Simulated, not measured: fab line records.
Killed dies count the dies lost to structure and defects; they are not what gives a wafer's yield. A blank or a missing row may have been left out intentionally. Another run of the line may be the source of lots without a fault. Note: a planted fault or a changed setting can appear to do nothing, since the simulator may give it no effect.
fab line records    flow n5Finfet
record lots=7  wafers=21
route steps=1938 shown BEOL_M5@1145 BEOL_M6@1194 BEOL_M7@1280 BEOL_M9@1407
startH: the number of hours between the record's first day and the start of the first shown wafer of the lot    waitH: how many hours have passed since the lot's step before this one    " as in the row above    L1.1+2: several wafers, shown together as one row    - value missing, or start not given    * or withheld: withheld    < > ~ a bound
route shown NAME@n: NAME is a module with steps in the file, n the number in the route of the first one    usual: mean/standard deviation of fault-free wafers    same: alike in all rows    chamber/n: place in a boat    sites: per-site readings    _std_site: their standard deviation    _edge_site: inner sites' mean taken away from outer sites' mean    radiusMm: for every site, how far away it sits from the centre of the wafer    mask NAME#n: copy n    behind: the most recent tool/chamber to have shaped the wafer    hold: reason for holding the lot/hours on hold/outcome of the hold    device: whichever transistor did not switch (one of n, p or np)    end of line: the tests these same wafers got at the end of their route    for a step that has no rows: nothing shown but its recipe    killed: count of dies lost to structure and defects at first sort (not the wafer's yield)    map: a wafer's dies, x killed, . not, _ none there
set.NAME: the setting the step ran with; set.NAME@STEP: the setting that earlier step ran with    model.NAME: the simulator's own value behind a step, which no gauge read
lots run with intentionally changed settings; tables by step, rows by wafer
## steps
# step N5_BEOL_M5_EXPOSE_25
# recipe maskId=V4  na=0.33  sourceShape=quasar  sigmaInner=0.2  sigmaOuter=0.6  polarization=unpolarized  defocusNm=10  doseMj=52.75
lot.wafer   tool           chamber  startH  waitH  mask  set.doseMj
L075.1+4    euvScanner-01  0        190.53  -      V4#0  54.88
L075.3      "              0        "       "      V4#0  52.75
L081.1      euvScanner-01  0        222.35  -      V4#0  52.75
L081.2+6    "              0        "       "      V4#0  56.28
L086.3+5+6  euvScanner-01  0        256.58  -      V4#0  52.75
L090.1+6    euvScanner-02  0        282.71  -      V4#0  56.16
L090.3      "              0        "       "      V4#0  52.75
L094.1+3+5  euvScanner-01  0        310.33  -      V4#0  52.75
L095.1+2+4  euvScanner-02  0        316.69  -      V4#0  52.75
L097.3+4+6  euvScanner-01  0        326.59  -      V4#0  52.75
# step N5_BEOL_M5_PEB_26
# recipe pebTempC=100  pebTimeS=60  resist=CAR-EUV
# step N5_BEOL_M5_DEVELOP_27
# recipe developTimeS=30  developer=TMAH  resist=CAR-EUV  rinseLiquid=surfactantRinse  dry=airSpin  devTempC=23
# step N5_BEOL_M5_CD_MEAS_28
# recipe targetCdNm=30.6  landingEnergyEv=500  detector=seInlens  targetCdYNm=20  polarity=opening
# usual cdNm=30.65/0.29
lot.wafer  tool      chamber  startH  waitH  set.doseMj@BEOL_M5_EXPOSE_25  cdNm
L075.1     cdSem-01  0        190.67  -      54.88                         31.82
L075.3     "         0        "       "      52.75                         30.81
L075.4     "         0        "       "      54.88                         31.91
L081.1     cdSem-02  0        222.49  -      52.75                         30.81
L081.2     "         0        "       "      56.28                         32.20
L081.6     "         0        "       "      56.28                         32.18
L086.3     cdSem-03  0        256.71  -      52.75                         30.54
L086.5     "         0        "       "      52.75                         30.68
L086.6     "         0        "       "      52.75                         30.46
L090.1     cdSem-02  0        282.85  -      56.16                         32.13
L090.3     "         0        "       "      52.75                         30.75
L090.6     "         0        "       "      56.16                         32.21
L094.1     cdSem-02  0        310.47  -      52.75                         30.44
L094.3     "         0        "       "      52.75                         30.53
L094.5     "         0        "       "      52.75                         30.62
L095.1     cdSem-02  0        316.83  -      52.75                         30.09
L095.2     "         0        "       "      52.75                         30.08
L095.4     "         0        "       "      52.75                         30.37
L097.3     cdSem-03  0        326.71  -      52.75                         30.52
L097.4     "         0        "       "      52.75                         30.16
L097.6     "         0        "       "      52.75                         30.25
# step N5_BEOL_M6_ILD_DEP_00
# recipe material=SiCOH_lowk  targetThkA=1797.5  tempC=300  precursor=DEMS/porogen  pressureTorr=5  rfW=500  timeS=33.4
lot.wafer  tool      chamber  startH  waitH  set.timeS  model.SiCOH_lowk_of_BEOL_M6_ILD_DEP_00.thkNm
L075.1     pecvd-04  2        200.30  0.0    33.4       175.2
L075.3     "         0        "       "      33.4       179.8
L075.4     "         2        "       "      33.4       179.2
L081.1     pecvd-01  0        230.29  0.0    35.57      189
L081.2     "         1        "       "      33.4       179.2
L081.6     "         0        "       "      33.4       179.4
L086.3     pecvd-03  0        264.76  0.1    33.4       181
L086.5     "         2        "       "      33.4       179.8
L086.6     "         0        "       "      33.4       180.2
L090.1     pecvd-01  1        291.08  0.0    33.4       179.8
L090.3     "         2        "       "      33.4       177.8
L090.6     "         0        "       "      33.4       178.6
L094.1     pecvd-03  2        318.13  0.0    33.4       180.4
L094.3     "         1        "       "      33.4       177.6
L094.5     "         1        "       "      32.14      172.6
L095.1     pecvd-04  1        325.42  0.0    33.4       177.8
L095.2     "         2        "       "      33.4       176.8
L095.4     "         0        "       "      33.4       181.4
L097.3     pecvd-03  0        334.52  0.0    37.54      199.6
L097.4     "         0        "       "      37.54      198.6
L097.6     "         1        "       "      33.4       176.2
# step N5_BEOL_M6_CURE_74
# recipe tempC=385  timeS=240  ambient=He/Ar  material=SiCOH_lowk
lot.wafer  tool       chamber  startH  waitH  set.timeS@BEOL_M6_ILD_DEP_00  model.SiCOH_lowk_of_BEOL_M6_ILD_DEP_00.thkNm
L075.1     uvCure-01  0        200.37  0.0    33.4                          151
L075.3     "          0        "       "      33.4                          155
L075.4     "          0        "       "      33.4                          154.6
L081.1     uvCure-03  0        230.35  0.0    35.57                         163
L081.2+6   "          0        "       "      33.4                          154.6
L086.3     uvCure-01  2        264.99  0.2    33.4                          156.2
L086.5     "          2        "       "      33.4                          155
L086.6     "          2        "       "      33.4                          155.4
L090.1     uvCure-01  2        291.15  0.0    33.4                          155
L090.3     "          2        "       "      33.4                          153.2
L090.6     "          2        "       "      33.4                          154
L094.1     uvCure-01  1        318.24  0.1    33.4                          155.6
L094.3     "          1        "       "      33.4                          153.2
L094.5     "          1        "       "      32.14                         148.8
L095.1     uvCure-01  1        325.49  0.0    33.4                          153.2
L095.2     "          1        "       "      33.4                          152.4
L095.4     "          1        "       "      33.4                          156.6
L097.3     uvCure-03  1        334.90  0.4    37.54                         172.4
L097.4     "          1        "       "      37.54                         171.4
L097.6     "          1        "       "      33.4                          151.8
# step N5_BEOL_M6_THK_MEAS_01
# recipe reads=SiCOH_lowk_of_BEOL_M6_ILD_DEP_00
# usual M6_ILD_THK=154.7/2.1
lot.wafer  tool          chamber  startH  waitH  set.timeS@BEOL_M6_ILD_DEP_00  M6_ILD_THK[nm]
L075.1     filmMetro-02  -        201.36  0.8    33.4                          151.0
L075.3     "             -        "       "      33.4                          155.0
L075.4     "             -        "       "      33.4                          154.6
L081.1     filmMetro-02  -        230.86  0.4    35.57                         163.0
L081.2     "             -        "       "      33.4                          154.6
L081.6     "             -        "       "      33.4                          154.7
L086.3     filmMetro-01  -        265.34  0.3    33.4                          156.1
L086.5     "             -        "       "      33.4                          154.9
L086.6     "             -        "       "      33.4                          155.4
L090.1     filmMetro-01  -        291.66  0.4    33.4                          155.0
L090.3     "             -        "       "      33.4                          153.3
L090.6     "             -        "       "      33.4                          154.0
L094.1     filmMetro-01  -        318.75  0.4    33.4                          155.7
L094.3     "             -        "       "      33.4                          153.2
L094.5     "             -        "       "      32.14                         148.8
L095.1     filmMetro-02  -        326.00  0.4    33.4                          153.2
L095.2     "             -        "       "      33.4                          152.5
L095.4     "             -        "       "      33.4                          156.5
L097.3     filmMetro-01  -        335.58  0.5    37.54                         172.4
L097.4     "             -        "       "      37.54                         171.4
L097.6     "             -        "       "      33.4                          151.8
# step N5_BEOL_M6_COAT_05
# recipe resist=CAR-ArF  spinRpm=1500  resistThkNm=90
lot.wafer   tool           chamber  startH  waitH  set.spinRpm  model.CAR-ArF_of_BEOL_M6_COAT_05.thkNm
L075.1      lithoTrack-03  0        -       -      1500         90.6
L075.3      "              0        "       "      1552         88.8
L075.4      "              0        "       "      1500         90.4
L081.1      lithoTrack-05  0        -       -      1500         89.8
L081.2+6    "              0        "       "      1451         91.2
L086.3      lithoTrack-02  0        -       -      1500         90.4
L086.5+6    "              0        "       "      1500         90
L090.1+6    lithoTrack-02  0        -       -      1500         90
L090.3      "              0        "       "      1500         89.8
L094.1      lithoTrack-03  0        -       -      1500         90.4
L094.3      "              0        "       "      1608         87.2
L094.5      "              0        "       "      1608         87
L095.1+2+4  lithoTrack-05  0        -       -      1500         89.8
L097.3+6    lithoTrack-03  0        -       -      1447         91.8
L097.4      "              0        "       "      1500         90
# step N5_BEOL_M6_EBR_07
# recipe solvent=PGMEA  ebrWidthMm=1.5
# step N5_BEOL_M6_SOFTBAKE_06
# recipe tempC=110  timeS=60  resist=CAR-ArF
# step N5_BEOL_M6_DESCUM_16
# recipe chemistry=O2  timeS=7.9  sourcePowerW=50  biasPowerW=20  pressureMtorr=20  rfFrequencyHz=2.712e+07  tempC=40  resist=CAR-ArF  o2FlowSccm=225
lot.wafer  tool        chamber  startH  waitH  set.spinRpm@BEOL_M6_COAT_05  model.CAR-ArF_of_BEOL_M6_COAT_05.thkNm
L075.1     rieDiel-01  0        203.09  0.4    1500                         84
L075.3     "           1        "       "      1552                         82.2
L075.4     "           1        "       "      1500                         83.8
L081.1     rieDiel-01  0        233.60  0.6    1500                         83.2
L081.2     "           3        "       "      1451                         84.6
L081.6     "           3        "       "      1451                         84.8
L086.3+6   rieDiel-03  1,0      267.66  0.0    1500                         83.6
L086.5     "           1        "       "      1500                         83.2
L090.1+6   rieDiel-01  0        293.12  0.2    1500                         83.4
L090.3     "           2        "       "      1500                         83.2
L094.1     rieDiel-06  2        319.57  0.1    1500                         83.8
L094.3+5   "           3        "       "      1608                         80.6
L095.1+4   rieDiel-06  2        328.48  0.6    1500                         83.2
L095.2     "           3        "       "      1500                         83.4
L097.3+6   rieDiel-03  3        337.49  0.1    1447                         85.2
L097.4     "           2        "       "      1500                         83.4
# step N5_BEOL_M7_ETCH_61
# recipe chemistry=CF4  target=SiARC  targetDepthA=455  maskMaterial=CAR-ArF  timeS=75.8  ionEnergyEv=80  pressureMtorr=40  sourceW=545  biasW=36  Ar_flow_sccm=100  cf4FlowSccm=100  ends=cleared
# usual etchRfOnTimeS=76.1/1.3  rfVppV=184.3/1.1
lot.wafer  tool        chamber  startH  waitH  set.sourceW  etchRfOnTimeS  rfVppV
L075.1     rieDiel-02  1        213.14  0.0    606.9        69.9           177.4
L075.3     "           2        "       "      545          77.3           182.8
L075.4     "           3        "       "      545          77.6           183.5
L081.1     rieDiel-05  3        246.98  0.0    545          75.8           183.1
L081.2     "           1        "       "      604.5        67.8           179.2
L081.6     "           3        "       "      545          75.6           182.3
L086.3     rieDiel-05  0        278.41  0.0    545          76.9           186.0
L086.5     "           3        "       "      545          75.3           184.0
L086.6     "           0        "       "      545          77.2           185.7
L090.1     rieDiel-05  2        303.20  0.0    545          77.4           184.9
L090.3     "           0        "       "      545          77.3           185.7
L090.6     "           2        "       "      514          82.5           189.6
L094.1     rieDiel-04  3        328.49  0.0    516          80.7           186.9
L094.3     "           1        "       "      545          75.2           183.7
L094.5     "           2        "       "      545          74.8           184.2
L095.1     rieDiel-05  1        342.13  0.0    545          73.5           186.2
L095.2     "           0        "       "      545          77.6           185.9
L095.4     "           3        "       "      545          76.2           182.6
L097.3     rieDiel-05  1        345.77  0.0    545          73.6           183.8
L097.4     "           3        "       "      484.1        83.5           191.4
L097.6     "           0        "       "      545          77.6           185.2
# step N5_BEOL_M7_COAT_71
# recipe resist=underlayer  tempC=205  timeS=60  spinRpm=1500  resistThkNm=5
lot.wafer   tool           chamber  startH  waitH  set.spinRpm
L075.1      lithoTrack-04  0        -       -      1500
L075.3+4    "              0        "       "      1372
L081.1+6    lithoTrack-01  0        -       -      1591
L081.2      "              0        "       "      1500
L086.3+5    lithoTrack-03  0        -       -      1561
L086.6      "              0        "       "      1500
L090.1+3    lithoTrack-03  0        -       -      1662
L090.6      "              0        "       "      1500
L094.1+3+5  lithoTrack-04  0        -       -      1500
L095.1+2+4  lithoTrack-01  0        -       -      1500
L097.3+4    lithoTrack-03  0        -       -      1547
L097.6      "              0        "       "      1500
# step N5_BEOL_M7_COAT_22
# recipe resist=CAR-EUV  spinRpm=1500  resistThkNm=30
# step N5_BEOL_M7_EBR_24
# recipe solvent=PGMEA  ebrWidthMm=1.5
# step N5_BEOL_M7_DESCUM_33
# recipe chemistry=O2  timeS=7  sourcePowerW=50  biasPowerW=20  pressureMtorr=20  rfFrequencyHz=2.712e+07  tempC=40  resist=CAR-EUV  o2FlowSccm=225
# step N5_BEOL_M7_ETCH_72
# recipe chemistry=N2/H2  target=underlayer  targetDepthA=65  maskMaterial=CAR-EUV  timeS=5.2  ionEnergyEv=200  pressureMtorr=30  sourceW=840  biasW=150  n2FlowSccm=200  h2FlowSccm=200  ends=cleared
lot.wafer  tool        chamber  startH  waitH  set.spinRpm@BEOL_M7_COAT_71  model.etch.depthNm
L075.1     rieDiel-04  1        216.85  0.0    1500                         5.025
L075.3     "           3        "       "      1372                         5.242
L075.4     "           0        "       "      1372                         5.247
L081.1     rieDiel-05  1        248.87  0.0    1591                         4.861
L081.2     "           0        "       "      1500                         5.018
L081.6     "           0        "       "      1591                         4.86
L086.3     rieDiel-04  2        279.52  0.0    1561                         4.893
L086.5     "           2        "       "      1561                         4.887
L086.6     "           3        "       "      1500                         4.992
L090.1     rieDiel-05  1        304.22  0.0    1662                         4.746
L090.3     "           2        "       "      1662                         4.752
L090.6     "           2        "       "      1500                         4.989
L094.1     rieDiel-05  1        332.59  0.0    1500                         4.983
L094.3     "           3        "       "      1500                         4.991
L094.5     "           2        "       "      1500                         4.985
L095.1     rieDiel-04  1        343.78  0.0    1500                         4.999
L095.2     "           0        "       "      1500                         4.987
L095.4     "           2        "       "      1500                         5.002
L097.3     rieDiel-05  2        347.05  0.0    1547                         4.909
L097.4     "           1        "       "      1547                         4.904
L097.6     "           2        "       "      1500                         4.985
# step N5_BEOL_M7_ETCH_65
# recipe chemistry=CF4  target=SiARC  targetDepthA=156  maskMaterial=CAR-EUV  timeS=26  ionEnergyEv=80  pressureMtorr=40  sourceW=545  biasW=36  Ar_flow_sccm=100  cf4FlowSccm=100  ends=cleared
lot.wafer   tool        chamber  startH  waitH  set.spinRpm@BEOL_M7_COAT_71  model.CAR-EUV_of_BEOL_M7_COAT_22.thkNm
L075.1      rieDiel-04  1        216.87  0.0    1500                         11.2
L075.3+4    "           3,0      "       "      1372                         11
L081.1+6    rieDiel-05  1,0      248.89  0.0    1591                         11.2
L081.2      "           0        "       "      1500                         11
L086.3+5    rieDiel-04  2        279.54  0.0    1561                         11.2
L086.6      "           3        "       "      1500                         11.2
L090.1+3    rieDiel-05  1,2      304.24  0.0    1662                         11.6
L090.6      "           2        "       "      1500                         11.2
L094.1+3+5  rieDiel-05  1,3,2    332.61  0.0    1500                         11.2
L095.1+4    rieDiel-04  1,2      343.79  0.0    1500                         11.2
L095.2      "           0        "       "      1500                         11
L097.3+4    rieDiel-05  2,1      347.06  0.0    1547                         11.2
L097.6      "           2        "       "      1500                         11
# step N5_BEOL_M7_TRENCH_ETCH_37
# recipe chemistry=C4F6/O2  targetDepthA=934.78  target=SiCOH_lowk  timeS=31.2  ionEnergyEv=250  pressureMtorr=30  sourceW=345  biasW=185  Ar_flow_sccm=300  C4F6_flow_sccm=10  O2_flow_sccm=10
# usual rfVppV=668/7.4
lot.wafer  tool        chamber  startH  waitH  set.biasW  rfVppV
L075.1     rieDiel-04  1        -       -      185        671
L075.3     "           3        "       "      185        682
L075.4     "           0        "       "      185        658
L081.1     rieDiel-05  1        -       -      154.2      572
L081.2     "           0        "       "      154.2      581
L081.6     "           0        "       "      185        671
L086.3     rieDiel-04  2        -       -      185        674
L086.5     "           2        "       "      185        673
L086.6     "           3        "       "      185        680
L090.1     rieDiel-05  1        -       -      185        662
L090.3     "           2        "       "      215.3      747
L090.6     "           2        "       "      185        664
L094.1     rieDiel-05  1        -       -      185        662
L094.3     "           3        "       "      185        666
L094.5     "           2        "       "      185        663
L095.1     rieDiel-04  1        -       -      185        669
L095.2     "           0        "       "      185        656
L095.4     "           2        "       "      185        676
L097.3     rieDiel-05  2        -       -      207.1      726
L097.4     "           1        "       "      185        661
L097.6     "           2        "       "      207.1      724
# step N5_BEOL_M7_ETCH_41
# recipe chemistry=CH3F/O2  target=SiCN  targetDepthA=319  taperDeg=2  timeS=57.8  ionEnergyEv=120  maskMaterial=TiN  pressureMtorr=30  sourceW=395  biasW=75  Ar_flow_sccm=150  CH3F_flow_sccm=30  O2_flow_sccm=20
# usual rfVppV=297.8/1.3
lot.wafer  tool        chamber  startH  waitH  set.biasW  rfVppV
L075.1     rieDiel-04  1        -       -      86.51      324.7
L075.3     "           3        "       "      86.51      325.1
L075.4     "           0        "       "      75         297.1
L081.1     rieDiel-05  1        -       -      75         296.7
L081.2     "           0        "       "      75         298.2
L081.6     "           0        "       "      75         298.6
L086.3     rieDiel-04  2        -       -      75         298.4
L086.5     "           2        "       "      82.95      317.9
L086.6     "           3        "       "      75         298.3
L090.1     rieDiel-05  1        -       -      75         297.6
L090.3     "           2        "       "      75         297.6
L090.6     "           2        "       "      75         296.1
L094.1     rieDiel-05  1        -       -      75         296.9
L094.3     "           3        "       "      75         296.4
L094.5     "           2        "       "      75         297.9
L095.1     rieDiel-04  1        -       -      75         295.7
L095.2     "           0        "       "      75         297.3
L095.4     "           2        "       "      75         298.0
L097.3     rieDiel-05  2        -       -      75         298.6
L097.4     "           1        "       "      63.26      265.5
L097.6     "           2        "       "      75         297.1
# step N5_BEOL_M9_COAT_60
# recipe resist=SiARC  tempC=220  timeS=60  spinRpm=1500  resistThkNm=30
lot.wafer   tool           chamber  startH  waitH  set.spinRpm  model.SiARC_of_BEOL_M9_COAT_60.thkNm
L075.1+3    lithoTrack-03  0        -       -      1500         30
L075.4      "              0        "       "      1391         31.2
L081.1+2+6  lithoTrack-04  0        -       -      1500         30
L086.3      lithoTrack-03  0        -       -      1386         31
L086.5+6    "              0        "       "      1500         29.8
L090.1      lithoTrack-04  0        -       -      1663         28.6
L090.3+6    "              0        "       "      1500         30
L094.1      lithoTrack-03  0        -       -      1371         31.6
L094.3      "              0        "       "      1500         30
L094.5      "              0        "       "      1371         31.4
L095.1+2+4  lithoTrack-03  0        -       -      1500         30
L097.3+4+6  lithoTrack-04  0        -       -      1500         30
## key
split step=N5_BEOL_M5_EXPOSE_25  setting=doseMj  stated=52.75  by=wafer
response step=N5_BEOL_M5_CD_MEAS_28  reading=cdNm  change=+0.22  per=1%  r=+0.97
split step=N5_BEOL_M6_ILD_DEP_00  setting=timeS  stated=33.4  by=wafer
response step=N5_BEOL_M6_ILD_DEP_00  reading=model.SiCOH_lowk_of_BEOL_M6_ILD_DEP_00.thkNm  change=+1.77  per=1%  r=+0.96
response step=N5_BEOL_M6_CURE_74  reading=model.SiCOH_lowk_of_BEOL_M6_ILD_DEP_00.thkNm  change=+1.55  per=1%  r=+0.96
response step=N5_BEOL_M6_THK_MEAS_01  reading=M6_ILD_THK  change=+1.55  per=1%  r=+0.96
split step=N5_BEOL_M6_COAT_05  setting=spinRpm  stated=1500  by=wafer
response step=N5_BEOL_M6_COAT_05  reading=model.CAR-ArF_of_BEOL_M6_COAT_05.thkNm  change=-0.466  per=1%  r=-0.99
response step=N5_BEOL_M6_DESCUM_16  reading=model.CAR-ArF_of_BEOL_M6_COAT_05.thkNm  change=-0.462  per=1%  r=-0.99
split step=N5_BEOL_M7_ETCH_61  setting=sourceW  stated=545  by=wafer
response step=N5_BEOL_M7_ETCH_61  reading=etchRfOnTimeS  change=*  per=1%  r=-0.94
response step=N5_BEOL_M7_ETCH_61  reading=rfVppV  change=-0.507  per=1%  r=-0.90
split step=N5_BEOL_M7_COAT_71  setting=spinRpm  stated=1500  by=wafer
response step=N5_BEOL_M7_ETCH_72  reading=model.etch.depthNm  change=-0.0241  per=1%  r=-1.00
response step=N5_BEOL_M7_ETCH_65  reading=model.CAR-EUV_of_BEOL_M7_COAT_22.thkNm  change=+0.0311  per=1%  r=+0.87
split step=N5_BEOL_M7_TRENCH_ETCH_37  setting=biasW  stated=185  by=wafer
response step=N5_BEOL_M7_TRENCH_ETCH_37  reading=rfVppV  change=+5.39  per=1%  r=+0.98
split step=N5_BEOL_M7_ETCH_41  setting=biasW  stated=75  by=wafer
response step=N5_BEOL_M7_ETCH_41  reading=rfVppV  change=+1.92  per=1%  r=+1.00
split step=N5_BEOL_M9_COAT_60  setting=spinRpm  stated=1500  by=wafer
response step=N5_BEOL_M9_COAT_60  reading=model.SiARC_of_BEOL_M9_COAT_60.thkNm  change=-0.152  per=1%  r=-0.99
